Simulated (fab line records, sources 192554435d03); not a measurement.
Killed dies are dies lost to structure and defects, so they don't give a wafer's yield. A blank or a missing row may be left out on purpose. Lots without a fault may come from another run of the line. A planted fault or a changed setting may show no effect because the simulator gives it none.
fab line records | flow n5_finfet
record lots=11 wafers=30 last_day=16
route steps=1938 shown BEOL_M4@1111 BEOL_M5@1178 BEOL_M6@1194 PASSIVATION@1936
lots that met no fault: from a run of the same line without faults
start_h: hours from the record's first day to the start of the lot's first wafer shown | wait_h: hours since the lot's step before | " the same as in the row above | L1.1+2: a row that stands for several wafers | - no value, or no start given | * or withheld: withheld | < > ~ a bound
route shown NAME@n: a module of which the file shows steps, and the number in the route of the first | usual: mean/standard deviation of fault-free wafers | same: alike in all rows | chamber/n: place in a boat | sites: the reading at each site | _std_site: their standard deviation | _edge_site: outer sites' mean less inner sites' | radius_mm: how far each site lies from the wafer's centre | mask NAME#n: copy n | behind: the tool/chamber that last shaped the wafer | hold: why the lot was held/for how many hours/how that ended | device: the transistor (n, p or np) that didn't switch | end of line: the same wafers' tests at the end of the route | a step without rows: its recipe alone | killed: dies lost to structure and defects at the first sort, not the wafer's yield | map: a wafer's dies, x killed, . not, _ none there
set.NAME: the setting as run; set.NAME@STEP: as run at that earlier step | model.NAME: the simulator's own value behind a step, which no gauge read
steps of the route over a sample of lots; a table a step, a row a wafer
services: from which hour (start_h, from the record's first day; less than 0 if before it) a tool's chamber was out of use, for how many hours, and why
## steps
# step N5_BEOL_M4_RC_MEAS_101
# usual DIBL_N=36.0/1.9 DIBL_P=35.6/2.4 IOFF_N=0.16/0.036 IOFF_P=0.21/0.04 ION_N=673/14 ION_P=460/8.9 SS_N=71.5/0.67 SS_P=73.2/0.73 VT_N=249/3.6 VT_P=-250/3.7
# columns lot.wafer tool chamber start_h wait_h DIBL_N[mV/V] DIBL_P[mV/V] IOFF_N[nA/um] IOFF_P[nA/um] ION_N[uA/um] ION_P[uA/um] SS_N[mV/dec] SS_P[mV/dec] VT_N[mV] VT_P[mV]
L981.4 prober-02 0 169.38 0.5 35.0 35.2 0.15 0.16 683 458 72.3 72.4 252 -255
L981.5 " 0 " " 31.5 31.6 0.10 0.12 661 449 70.8 71.6 259 -261
L981.6 " 0 " " 34.7 35.5 0.14 0.16 668 456 71.4 72.9 252 -256
L983.3 prober-02 0 189.14 0.3 34.4 32.6 0.13 0.18 668 460 70.8 73.0 253 -249
L983.6 " 0 " " 36.4 34.7 0.14 0.20 657 455 71.3 73.0 256 -248
L988.1 prober-01 0 211.33 0.0 37.1 38.2 0.20 0.28 693 476 72.1 73.3 245 -243
L988.3 " 0 " " 36.2 34.7 0.17 0.22 663 459 71.8 72.7 248 -247
L988.4 " 0 " " 37.3 37.0 0.20 0.26 689 477 71.9 73.1 245 -246
L989.1 prober-01 0 218.43 0.0 35.5 34.6 0.14 0.20 671 466 71.4 72.5 248 -247
L989.4 " 0 " " 37.1 36.2 0.19 0.24 695 478 71.9 72.7 241 -245
L989.5 " 0 " " 35.8 35.0 0.17 0.23 701 485 71.5 73.0 244 -247
L990.2 prober-01 0 221.77 0.2 36.5 35.0 0.15 0.19 648 445 72.1 73.2 252 -253
L990.3 " 0 " " 36.0 36.1 0.15 0.20 683 468 71.6 72.8 249 -253
L990.6 " 0 " " 36.5 35.3 0.16 0.19 658 447 71.5 73.2 249 -251
L992.2 prober-01 0 231.46 0.2 37.1 36.9 0.19 0.23 683 465 71.3 74.6 246 -250
L992.3 " 0 " " 40.2 39.4 0.22 0.28 673 464 71.7 74.8 246 -246
L992.6 " 0 " " 37.7 37.0 0.19 0.22 681 464 71.9 74.1 247 -247
L994.1 prober-02 0 257.32 0.0 32.8 33.5 0.12 0.15 679 457 70.1 71.7 250 -257
L994.5 " 0 " " 37.4 37.4 0.19 0.21 688 459 71.7 73.4 244 -252
L996.1 prober-02 0 263.30 0.0 37.0 35.8 0.16 0.21 688 469 72.1 74.6 249 -250
L996.3 " 0 " " 29.9 26.3 0.08 0.11 658 453 68.8 71.2 255 -257
L996.5 " 0 " " 36.2 34.4 0.14 0.19 670 457 71.8 73.5 251 -250
L997.2 prober-02 0 266.33 0.2 35.5 37.5 0.16 0.23 687 473 71.1 72.7 245 -248
L997.6 " 0 " " 37.0 38.7 0.18 0.23 684 469 71.7 73.9 246 -248
L999.2 prober-02 0 276.21 0.2 34.6 35.0 0.15 0.19 677 467 71.4 73.3 249 -251
L999.3 " 0 " " 33.1 32.2 0.11 0.15 664 461 70.9 72.4 254 -255
L999.4 " 0 " " 36.2 36.5 0.16 0.21 672 468 71.1 73.8 249 -249
L102.4 prober-02 0 295.78 0.5 38.9 38.7 0.20 0.23 689 460 71.7 74.6 243 -252
L102.5 " 0 " " 36.5 34.8 0.15 0.17 670 447 71.3 73.3 250 -254
L102.6 " 0 " " 37.4 36.9 0.17 0.20 668 459 72.0 73.7 247 -252
# step N5_BEOL_M5_ANNEAL_82
# recipe temp_c=400 time_s=1800 ambient=vacuum
# usual heater_power_w=861/82
# same time_s=1800
# columns lot.wafer tool chamber start_h wait_h heater_power_w
L981.4 pvd_sputter-03 - 177.02 0.0 837
L981.5 " - " " 979
L981.6 " - " " 844
L983.3 pvd_sputter-02 - 198.49 0.0 813
L983.6 " - " " 876
L988.1 pvd_sputter-02 - 219.63 0.0 758
L988.3 " - " " 808
L988.4 " - " " 867
L989.1 pvd_sputter-03 - 227.67 0.0 842
L989.4 " - " " 988
L989.5 " - " " 838
L990.2 pvd_sputter-02 - 231.46 0.0 836
L990.3 " - " " 776
L990.6 " - " " 839
L992.2 pvd_sputter-01 - 239.73 0.0 987
L992.3 " - " " 783
L992.6 " - " " 969
L994.1 pvd_sputter-03 - 265.91 0.0 849
L994.5 " - " " 909
L996.1 pvd_sputter-03 - 271.54 0.0 867
L996.3 " - " " 987
L996.5 " - " " 991
L997.2 pvd_sputter-02 - 273.97 0.0 753
L997.6 " - " " 778
L999.2 pvd_sputter-03 - 283.76 0.0 851
L999.3 " - " " 934
L999.4 " - " " 1000
L102.4 pvd_sputter-03 - 303.98 0.0 860
L102.5 " - " " 847
L102.6 " - " " 937
# step N5_BEOL_M5_SPUTTER_88
# recipe material=Cu target_thk_a=150 temp_c=-20 chamber_pressure_pa=0.07 power_w=withheld time_s=27.62
# usual throttle_valve_pct=29.7/1.1
# same time_s=27.62
# columns lot.wafer tool chamber start_h wait_h throttle_valve_pct
L981.4 pvd_sputter-03 - 179.11 0.5 30.1
L981.5 " - " " 30.7
L981.6 " - " " 30.1
L983.3 pvd_sputter-02 - 200.58 0.5 28.6
L983.6 " - " " 30.2
L988.1 pvd_sputter-02 - 221.73 0.5 30.2
L988.3 " - " " 28.2
L988.4 " - " " 29.9
L989.1 pvd_sputter-03 - 229.77 0.5 28.8
L989.4 " - " " 30.6
L989.5 " - " " 30.1
L990.2 pvd_sputter-02 - 233.55 0.5 28.2
L990.3 " - " " 30.2
L990.6 " - " " 28.4
L992.2 pvd_sputter-01 - 241.82 0.5 29.6
L992.3 " - " " 32.0
L992.6 " - " " 29.5
L994.1 pvd_sputter-03 - 268.01 0.5 28.5
L994.5 " - " " 28.9
L996.1 pvd_sputter-03 - 273.63 0.5 30.1
L996.3 " - " " 30.6
L996.5 " - " " 30.6
L997.2 pvd_sputter-02 - 276.06 0.5 30.0
L997.6 " - " " 29.9
L999.2 pvd_sputter-03 - 285.85 0.5 30.0
L999.3 " - " " 28.7
L999.4 " - " " 30.5
L102.4 pvd_sputter-03 - 306.08 0.5 29.9
L102.5 " - " " 28.5
L102.6 " - " " 28.7
# step N5_BEOL_M6_ILD_DEP_00
# recipe material=SiCOH_lowk target_thk_a=1797.5 temp_c=300 precursor=DEMS/porogen pressure_torr=5 rf_w=500 time_s=33.4
# usual chamber_pressure_Torr=4.999/0.011 heater_power_outer_w=131/30 heater_power_w=303/45 showerhead_plenum_p_Torr=5.738/0.012 showerhead_vpp_V=1337/96 throttle_valve_pct=14.2/0.48 time_s=33.4/0
# columns lot.wafer tool chamber start_h wait_h chamber_pressure_Torr heater_power_outer_w heater_power_w showerhead_plenum_p_Torr showerhead_vpp_V throttle_valve_pct time_s
L981.4 pecvd-01 0 181.34 0.1 4.990 111 281 5.739 1293 14.6 33.4
L981.5 " 1 " " 4.998 158 366 5.740 1294 14.6 33.4
L981.6 " 2 " " 4.995 102 262 5.743 1209 13.5 33.4
L983.3 pecvd-01 1 202.82 0.0 4.995 144 354 5.755 1287 14.5 33.4
L983.6 " 1 " " 4.986 149 362 5.751 1310 14.8 33.4
L988.1 pecvd-04 1 228.27 0.0 - - - - - - -
L988.3 " 2 " " - - - - - - -
L988.4 " 0 " " - - - - - - -
L989.1 pecvd-01 0 231.97 0.0 - - - - - - -
L989.4 " 0 " " - - - - - - -
L989.5 " 2 " " - - - - - - -
L990.2 pecvd-01 0 236.00 0.0 - - - - - - -
L990.3 " 2 " " - - - - - - -
L990.6 " 0 " " - - - - - - -
L992.2 pecvd-01 2 244.04 0.0 4.984 129 298 5.761 1214 13.7 33.4
L992.3 " 0 " " 4.999 95 259 5.749 1285 15.0 33.4
L992.6 " 0 " " 5.004 99 269 5.746 1302 14.8 33.4
L994.1 pecvd-02 0 270.31 0.0 5.012 193 386 5.748 1381 14.2 33.4
L994.5 " 2 " " 4.985 136 300 5.728 1478 12.8 33.4
L996.1 pecvd-04 0 275.84 0.0 4.999 104 255 5.728 1507 14.5 33.4
L996.3 " 2 " " 5.005 140 303 5.721 1455 14.3 33.4
L996.5 " 2 " " 5.029 141 303 5.731 1457 14.6 33.4
L997.2 pecvd-04 0 278.27 0.0 5.007 117 266 5.735 1511 14.4 33.4
L997.6 " 1 " " 5.001 167 337 5.741 1363 13.9 33.4
L999.2 pecvd-01 0 288.12 0.0 4.995 97 260 5.735 1290 14.7 33.4
L999.3 " 2 " " 5.002 84 233 5.745 1220 13.6 33.4
L999.4 " 2 " " 5.010 87 248 5.740 1202 14.1 33.4
L102.4 pecvd-01 2 308.51 0.1 4.999 128 291 5.744 1216 13.8 33.4
L102.5 " 0 " " 4.991 69 227 5.746 1278 14.7 33.4
L102.6 " 1 " " 4.992 165 374 5.740 1288 14.5 33.4
# step N5_BEOL_M6_HM_DEP_02
# recipe material=TiN target_thk_a=200 temp_c=25 chamber_pressure_pa=0.49996
# usual chamber_pressure_pa=0.5000/0.001 substrate_temp_c=24.99/0.11 throttle_valve_pct=29.6/1
# columns lot.wafer tool chamber start_h wait_h chamber_pressure_pa substrate_temp_c throttle_valve_pct
L981.4 pvd_sputter-01 - 183.53 0.4 0.4997 24.95 29.1
L981.5 " - " " 0.4991 25.09 28.5
L981.6 " - " " 0.4999 25.17 29.3
L983.3 pvd_sputter-02 - 205.33 1.9 0.5021 25.00 30.2
L983.6 " - " " 0.5012 24.95 30.0
L988.1 pvd_sputter-03 - 231.03 2.1 0.5003 24.92 30.7
L988.3 " - " " 0.5009 25.17 30.1
L988.4 " - " " 0.5006 24.95 28.8
L989.1 pvd_sputter-03 - 234.03 0.9 0.5013 25.17 28.6
L989.4 " - " " 0.4990 25.11 30.7
L989.5 " - " " 0.4990 24.97 30.8
L990.2 pvd_sputter-01 - 237.62 1.0 0.5007 25.07 29.2
L990.3 " - " " 0.5021 25.21 31.9
L990.6 " - " " 0.5008 24.95 28.3
L992.2 pvd_sputter-02 - 245.60 0.9 0.4993 25.30 29.9
L992.3 " - " " 0.4992 24.91 30.5
L992.6 " - " " 0.5003 25.06 30.5
L994.1 pvd_sputter-02 - 272.08 1.1 0.5021 24.99 30.0
L994.5 " - " " 0.5000 25.00 30.2
L996.1 pvd_sputter-02 - 277.31 0.8 0.5002 25.01 30.4
L996.3 " - " " 0.5005 25.15 28.3
L996.5 " - " " 0.5015 24.84 30.1
L997.2 pvd_sputter-01 - 279.66 0.8 0.4994 24.81 32.3
L997.6 " - " " 0.4990 25.18 28.5
L999.2 pvd_sputter-03 - 290.52 1.8 0.4984 24.90 28.8
L999.3 " - " " 0.4981 25.16 30.3
L999.4 " - " " 0.4997 24.70 28.8
L102.4 pvd_sputter-01 - 309.96 0.8 0.4995 24.92 32.1
L102.5 " - " " 0.5018 24.97 29.6
L102.6 " - " " 0.4998 24.86 29.4
# step N5_BEOL_M6_OCD_MEAS_38
# usual trench_depth_nm=94.0/2.3
# columns lot.wafer tool chamber start_h wait_h trench_depth_nm
L981.4 ocd-01 - 186.00 - 95.3
L981.5 " - " " 89.7
L981.6 " - " " 95.9
L983.3 ocd-02 - 207.36 - 96.0
L983.6 " - " " 95.6
L988.1 ocd-01 - 235.01 - -
L988.3 " - " " -
L988.4 " - " " -
L989.1 ocd-01 - 237.12 - -
L989.4 " - " " -
L989.5 " - " " -
L990.2 ocd-01 - 241.82 - -
L990.3 " - " " -
L990.6 " - " " -
L992.2 ocd-02 - 248.49 - 95.5
L992.3 " - " " 93.8
L992.6 " - " " 93.4
L994.1 ocd-02 - 275.24 - 96.4
L994.5 " - " " 97.7
L996.1 ocd-01 - 280.28 - 91.7
L996.3 " - " " 94.5
L996.5 " - " " 96.1
L997.2 ocd-01 - 281.72 - 92.8
L997.6 " - " " 94.0
L999.2 ocd-01 - 293.19 - 93.1
L999.3 " - " " 96.0
L999.4 " - " " 96.8
L102.4 ocd-02 - 313.04 - 93.3
L102.5 " - " " 92.4
L102.6 " - " " 93.5
# step N5_PASSIVATION_PROBE_49
# usual defect_limited_yield=91.2/1.4 killed_at_M0_to_M3=32/9.3 killed_at_M4_up=14/4.9 killed_at_contacts=15/7.5 killed_at_front_end=40/11 killed_at_other=4/3.3 killed_dies=104/17 killed_on_rim=13/4.2 killed_open=68/14 killed_short=33/7.9 sort_bin_5_function=5.2/0.99 sort_bin_6_memory=3.2/0.65 sort_n_pass=1076/17 sort_yield_pct=91.1/1.5
# same gross_dies=1180 killed_at_back_side=0 sort_bin_4_leakage[%]=0 sort_bin_8_speed[%]=0
# columns lot.wafer tool chamber start_h wait_h defect_limited_yield[%] killed_at_M0_to_M3 killed_at_M4_up killed_at_contacts killed_at_front_end killed_at_other killed_dies killed_on_rim killed_open killed_short sort_bin_5_function[%] sort_bin_6_memory[%] sort_n_pass sort_yield_pct[%]
L989.1 prober-02 - 312.15 0.0 0 8 1158 3 10 1 1180 152 11 11 73.6 3.1 0 0
L989.4 prober-02 - 312.30 0.2 0 5 1164 0 7 4 1180 152 14 8 73.3 3.1 0 0
L989.5 prober-02 - 312.35 0.2 0 6 1162 4 7 1 1180 152 12 10 73.2 3.6 0 0
L988.1 prober-01 - 316.52 0.0 0 0 1171 0 8 1 1180 152 5 6 71.3 3.6 0 0
L988.3 prober-01 - 316.62 0.1 0 11 1164 2 3 0 1180 152 9 8 73.2 2.5 0 0
L988.4 prober-01 - 316.67 0.2 0 5 1165 1 8 1 1180 152 9 7 74.7 2.1 0 0
L990.2 prober-02 - 319.84 0.1 0 5 1160 4 3 8 1180 152 11 11 72.7 3.0 0 0
L990.3 prober-02 - 319.89 0.1 0 6 1163 3 6 2 1180 152 12 6 74.2 2.6 0 0
L990.6 prober-02 - 320.04 0.3 0 6 1165 5 4 0 1180 152 12 3 73.3 2.5 0 0
L994.1 prober-01 - 356.32 0.0 92.5 39 7 5 33 5 89 13 54 31 4.2 3.0 1091 92.5
L994.5 prober-01 - 356.52 0.2 92.8 32 14 9 30 0 85 9 52 31 4.0 3.1 1095 92.8
L996.1 prober-02 - 363.25 0.0 89.8 29 15 19 53 4 120 17 64 43 6.1 3.0 1060 89.8
L996.3 prober-02 - 363.35 0.1 92.5 19 22 8 36 4 89 14 60 27 4.7 2.3 1091 92.5
L996.5 prober-02 - 363.45 0.2 88.1 28 12 34 61 5 140 25 90 42 6.5 4.6 1040 88.1
L999.2 prober-02 - 374.98 0.1 91.7 25 6 17 47 3 98 9 77 21 5.1 3.1 1082 91.7
L999.3 prober-02 - 375.03 0.1 93.1 23 13 1 43 2 82 8 58 21 4.1 2.5 1098 93.1
L999.4 prober-02 - 375.08 0.2 91.9 24 9 6 54 2 95 9 70 21 5.3 2.5 1085 91.9
# killed by level:class
L989.1 BEOL_M6:lost_pattern=1152 BEOL_M6:area_dep=6 BEOL_M0_SAQP:geometric_particle:short=3 MOL_CONTACT_COAG:geometric_particle:open=3 STI_FIN_REVEAL:geometric_particle:open=2 ILD0:geometric_particle:short=2 BEOL_M2:geometric_particle:short=2 STARTING-WAFER:geometric_particle:open=2
L989.4 BEOL_M6:lost_pattern=1156 BEOL_M3:geometric_particle:open=3 FIN_SAQP:geometric_particle:short=2 BEOL_M10:geometric_particle:open=2 MIM_TOP_ETCH:geometric_particle:open=2 BEOL_M6:area_dep=2 FIN_SAQP:geometric_particle:open=1 STI_FIN_REVEAL:geometric_particle:short=1
L989.5 BEOL_M6:lost_pattern=1154 BEOL_M6:area_dep=4 GATE_CUT:geometric_particle:short=3 MOL_CONTACT_COAG:geometric_particle:open=3 BEOL_M0_SAQP:geometric_particle:short=3 BEOL_M1:geometric_particle:open=3 FIN_SAQP:geometric_particle:short=2 BEOL_M8:geometric_particle:open=2
L988.1 BEOL_M6:lost_pattern=1162 BEOL_M6:area_dep=6 FIN_SAQP:geometric_particle:short=3 DUMMY_GATE:geometric_particle:open=2 DUMMY_GATE:geometric_particle:short=1 GATE_CUT:geometric_particle:open=1 GATE_CUT:geometric_particle:short=1 BEOL_M5:geometric_particle:open=1
L988.3 BEOL_M6:lost_pattern=1158 BEOL_M6:area_dep=5 BEOL_M0_SAQP:geometric_particle:open=3 MOL_CONTACT_COAG:geometric_particle:short=2 BEOL_M0_SAQP:geometric_particle:short=2 BEOL_M0:geometric_particle:open=2 BEOL_M1:geometric_particle:open=2 FIN_SAQP:geometric_particle:short=1
L988.4 BEOL_M6:lost_pattern=1158 BEOL_M6:area_dep=6 FIN_SAQP:geometric_particle:short=2 DUMMY_GATE:geometric_particle:open=2 BEOL_M0_SAQP:geometric_particle:short=2 BEOL_M3:geometric_particle:open=2 FIN_SAQP:geometric_particle:open=1 STI_FIN_REVEAL:geometric_particle:short=1
L990.2 BEOL_M6:lost_pattern=1151 BEOL_M6:area_dep=5 MOL_CONTACT_COAG:geometric_particle:short=3 PAD_METAL:geometric_particle:short=3 BEOL_M3:geometric_particle:open=2 BEOL_M4:geometric_particle:open=2 TV_OPEN:coat_microbubble_printed=2 PASS1_DEP:geometric_particle:short=1
L990.3 BEOL_M6:lost_pattern=1158 BEOL_M6:area_dep=4 BEOL_M3:geometric_particle:open=3 FIN_SAQP:geometric_particle:open=2 MOL_CONTACT_COAG:geometric_particle:open=2 DUMMY_GATE:geometric_particle:open=1 ILD0:geometric_particle:short=1 GATE_CUT:geometric_particle:short=1
L990.6 BEOL_M6:lost_pattern=1156 BEOL_M6:area_dep=9 MOL_CONTACT_COAG:geometric_particle:open=5 BEOL_M3:geometric_particle:open=3 FIN_SAQP:geometric_particle:open=1 FIN_SAQP:geometric_particle:short=1 STI_FIN_REVEAL:geometric_particle:open=1 GATE_CUT:geometric_particle:short=1
L994.1 BEOL_M1:geometric_particle:open=14 FIN_SAQP:geometric_particle:short=8 BEOL_M2:geometric_particle:open=6 DUMMY_GATE:geometric_particle:open=4 MOL_CONTACT_COAG:geometric_particle:open=4 BEOL_M0_SAQP:geometric_particle:open=4 BEOL_M3:geometric_particle:open=4 STARTING-WAFER:geometric_particle:short=4
L994.5 MOL_CONTACT_COAG:geometric_particle:open=8 BEOL_M0_SAQP:geometric_particle:short=8 BEOL_M1:geometric_particle:open=8 STI_FIN_REVEAL:geometric_particle:open=7 BEOL_M0_SAQP:geometric_particle:open=6 BEOL_M2:geometric_particle:open=6 FIN_SAQP:geometric_particle:short=5 BEOL_M5:geometric_particle:short=5
L996.1 MOL_CONTACT_COAG:geometric_particle:open=16 BEOL_M0_SAQP:geometric_particle:short=12 STI_FIN_REVEAL:geometric_particle:open=11 FIN_SAQP:geometric_particle:short=10 HKMG_FIN:area_etch=9 BEOL_M0_SAQP:geometric_particle:open=7 FIN_SAQP:geometric_particle:open=4 GATE_CUT:geometric_particle:open=4
L996.3 BEOL_M4:geometric_particle:open=13 FIN_SAQP:geometric_particle:open=9 BEOL_M0_SAQP:geometric_particle:open=8 MOL_CONTACT_COAG:geometric_particle:open=7 STI_FIN_REVEAL:geometric_particle:open=6 FIN_SAQP:geometric_particle:short=3 BEOL_M4:geometric_particle:short=3 MIM_TOP_ETCH:geometric_particle:short=3
L996.5 MOL_CONTACT_COAG:geometric_particle:open=27 FIN_SAQP:geometric_particle:short=11 FIN_SAQP:geometric_particle:open=11 BEOL_M3:geometric_particle:open=9 STI_FIN_REVEAL:geometric_particle:open=8 BEOL_M4:geometric_particle:open=8 MOL_CONTACT_COAG:geometric_particle:short=7 BEOL_M0_SAQP:geometric_particle:open=6
L999.2 FIN_SAQP:geometric_particle:open=13 STI_FIN_REVEAL:geometric_particle:open=12 MOL_CONTACT_COAG:geometric_particle:open=10 MOL_CONTACT_COAG:geometric_particle:short=7 DUMMY_GATE:geometric_particle:open=7 BEOL_M2:geometric_particle:open=6 BEOL_M1:geometric_particle:open=5 BEOL_M3:geometric_particle:open=4
L999.3 FIN_SAQP:geometric_particle:open=10 DUMMY_GATE:geometric_particle:open=6 BEOL_M1:geometric_particle:open=5 STI_FIN_REVEAL:geometric_particle:open=4 DUMMY_GATE:geometric_particle:short=4 GATE_CUT:geometric_particle:short=4 BEOL_M0_SAQP:geometric_particle:open=4 BEOL_M4:geometric_particle:open=4
L999.4 FIN_SAQP:geometric_particle:open=12 DUMMY_GATE:geometric_particle:open=10 STI_FIN_REVEAL:geometric_particle:open=8 BEOL_M3:geometric_particle:open=8 MOL_CONTACT_COAG:geometric_particle:open=6 FIN_SAQP:geometric_particle:short=4 GATE_CUT:geometric_particle:open=4 BEOL_M1:geometric_particle:open=4
## services
# columns tool chamber start_h hours kind
pecvd-01 - 177.10 1.7 repair
pecvd-04 0 193.65 15.3 repair
pecvd-02 2 202.38 - clean
pecvd-02 2 202.38 - consumable_replace:showerhead
pecvd-02 2 202.38 29.0 scheduled_down
pecvd-02 2 202.38 29.0 vent_cycle
pecvd-02 - 236.17 23.9 repair
pecvd-04 1 244.42 4.1 repair
pecvd-01 - 264.89 5.5 pm
pecvd-01 0 278.05 5.5 scheduled_down
pecvd-02 1 288.13 5.0 repair
pecvd-01 0 309.70 7.9 repair
## key
first_sign step=N5_BEOL_M6_ILD_DEP_00 reading=tool_record direction=missing
effect step=N5_BEOL_M6_OCD_MEAS_38 reading=trench_depth_nm direction=missing
effect step=N5_PASSIVATION_PROBE_49 reading=killed_at_M4_up direction=up sigmas=99+ usual=14 struck=1164
met_at N5_BEOL_M6_ILD_DEP_00
struck_lots L988,L989,L990
later_rows_left_out L988.1,L988.3,L988.4,L989.1,L989.4,L989.5,L990.2,L990.3,L990.6
not_acting_at N5_BEOL_M5_ANNEAL_82,N5_BEOL_M5_SPUTTER_88,N5_BEOL_M6_HM_DEP_02
onset_between 202.82 228.27
fault kind=skipped_step_whole tool=pecvd-01,pecvd-04 chamber=- onset_h=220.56 steps=N5_BEOL_M6_ILD_DEP_00 scope=struck_lots_only
# later_rows_left_out: the simulator's readings of these wafers behind a module that went badly wrong aren't trusted and aren't shown, but for the sort
